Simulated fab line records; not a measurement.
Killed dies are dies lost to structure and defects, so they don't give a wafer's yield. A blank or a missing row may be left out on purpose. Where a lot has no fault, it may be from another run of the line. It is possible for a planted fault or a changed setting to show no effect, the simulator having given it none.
Matching of chambers    flow nandHarc    NHARC_P_M0_DEP_32 on pecvd-02 has 3 sister chambers
The step deposits SiCN, target thk 30 nm. 22 wafers are shown with their chamber, then 11 later ones without.

## WAFERS WITH THEIR CHAMBER
wafer   chamber  heaterPowerW (W)
L085.2  0        466
L085.3  1        676
L085.5  1        665
L086.1  1        538
L086.2  2        723
L086.3  0        499
L087.1  2        801
L087.4  0        441
L087.5  2        783
L088.1  1        601
L088.5  2        730
L088.6  1        605
L089.1  1        615
L089.2  2        772
L089.5  2        790
L092.2  2        783
L092.3  1        544
L092.6  1        544
L091.1  0        442
L091.4  2        674
L091.6  1        557
L093.3  0        497

SIGNATURES, as means of the wafers listed above
reading       chamber 0  chamber 1  chamber 2  scatter within a chamber
heaterPowerW  469.00     593.89     757.00     45
Rule: distance of a wafer from a chamber = root of the sum over the readings of ((wafer's reading minus chamber's mean) / reading's scatter) squared. If the next closest chamber is less than 2 further off than the closest, the wafer can't be placed; otherwise it belongs to the closest. The scatter is the square root of a quotient: the sum, over the shown wafers, of each reading's squared deviation from its chamber's mean, divided by wafers minus chambers.

## WAFERS WITHOUT THEIR CHAMBER
wafer   heaterPowerW (W)
L093.4  672
L093.6  640
L094.1  773
L094.2  477
L094.3  675
L094.4  557
L094.5  782
L094.6  485
L096.1  484
L096.2  595
L096.5  485

## CHAMBER TAKEN BY EACH
wafer   from the rows above      in truth
L093.4  can't be placed: 1 or 2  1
L093.6  can't be placed: 1 or 2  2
L094.1  2                        2
L094.2  0                        0
L094.3  can't be placed: 1 or 2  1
L094.4  can't be placed: 1 or 0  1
L094.5  2                        2
L094.6  0                        0
L096.1  0                        0
L096.2  1                        1
L096.5  0                        0
Placed correctly: 7 of 11. Cannot be placed on the basis of these rows: 4; the candidates contain the true chamber in 4. Number placed wrongly: 0.
